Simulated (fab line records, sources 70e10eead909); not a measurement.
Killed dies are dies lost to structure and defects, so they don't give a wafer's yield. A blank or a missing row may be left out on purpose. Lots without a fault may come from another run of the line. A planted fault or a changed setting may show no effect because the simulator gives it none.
A struck lot beside a sound one | flow nand_harc | 16 steps out of a route of 1302
Sound: wafers L444.1, L444.3, L444.5. Struck: wafers L445.1, L445.3, L445.6. The cause comes at the end.
At each step with rows: each side's tool, then ch and its chambers, then its first start. Under that, the readings that differ: sound wafers | struck wafers | difference of the means | sigmas: that difference in standard deviations of wafers without a fault.
alike: readings whose means differ by less than 2 such deviations, and words and numbers that are the same on both sides. not compared: withheld readings, readings that some wafer has no value for, bounds like >300 that may hide the same value, and numbers for which the record gives no deviation and whose values overlap.
The two part at a step that has a row with sigmas, a row that says differs or no value, or rows on one side only. Numbers that don't overlap but have no deviation are shown without sigmas and don't part them. A reading that every wafer of one side lacks parts them only if that side has two wafers or more.

first, 1 step without rows for these wafers: NHARC_A_DECK1_JOINT_SRD_15.
NHARC_A_DECK1_JOINT_DEP_16: deposits SiO2, target thk 45 nm.
  sound on pecvd-02 ch 1,2, day 15 14:02; struck on pecvd-04 ch 0,1,2, day 15 14:04
  alike: heater_power_w, throttle_valve_pct
NHARC_A_DECK1_JOINT_THK_MEAS_17: measures by ellipsometry.
  sound on film_metro-02, day 15 14:19; struck on film_metro-01, day 15 14:20
  alike: thk_nm
NHARC_A_DECK1_JOINT_INSPECT_05:
  sound on defect_inspect-02, day 15 14:21; struck on defect_inspect-01, day 15 14:22
  alike: raw_defect_count
then, 1 step without rows for these wafers: NHARC_A_ONON_D2_DEP_00 (target thk 1000 nm).
NHARC_A_ONON_D2_THK_MEAS_02: measures by ellipsometry.
  sound on film_metro-02, day 15 14:56; struck on film_metro-01, day 15 14:56
  alike: thk_nm
then, 1 step without rows for these wafers: NHARC_A_ONON_D2_DEP_03 (target thk 1000 nm).
NHARC_A_ONON_D2_THK_MEAS_05: measures by ellipsometry.
  sound on film_metro-01, day 15 15:29; struck on film_metro-02, day 15 15:30
  alike: thk_nm
then, 1 step without rows for these wafers: NHARC_A_ONON_D2_DEP_06 (target thk 1000 nm).
NHARC_A_ONON_D2_THK_MEAS_08: measures by ellipsometry.
  sound on film_metro-01, day 15 16:04; struck on film_metro-01, day 15 16:05
  alike: thk_nm
then, 1 step without rows for these wafers: NHARC_A_ONON_D2_DEP_09 (target thk 1000 nm).
NHARC_A_ONON_D2_THK_MEAS_11: measures by ellipsometry.
  sound on film_metro-01, day 15 16:37; struck on film_metro-02, day 15 16:38
  alike: thk_nm
NHARC_A_ONON_D2_DEP_12: target thk 1000 nm.
  sound on pecvd_onon-04 ch 0, day 15 16:40; struck on pecvd_onon-01 ch 0, day 15 16:42
NHARC_A_ONON_D2_THK_MEAS_14: measures by ellipsometry.
  sound on film_metro-01, day 15 17:11; struck on film_metro-02, day 15 17:13
  reading     | sound       | struck      | difference | sigmas
  thk_nm (nm) | 989 988 987 | 462 463 462 | -526       | -54
then, 1 step without rows for these wafers: NHARC_A_ONON_D2_ANNEAL_15 (time 3600 s).
-- the record jumps here: 12 days lie between the struck wafers' starts before and after (it left off in module A_ONON_D2 and takes up again in module END, whose first step shown is number 1302 of the route) --
NHARC_END_SORT_01:
  the record has rows for the struck wafers here (prober-02 ch 0, day 27 21:40) and none for the sound ones

WHERE THEY PART
First at NHARC_A_ONON_D2_THK_MEAS_14; last, within this record, at NHARC_END_SORT_01.

WHY: what the simulator had put in
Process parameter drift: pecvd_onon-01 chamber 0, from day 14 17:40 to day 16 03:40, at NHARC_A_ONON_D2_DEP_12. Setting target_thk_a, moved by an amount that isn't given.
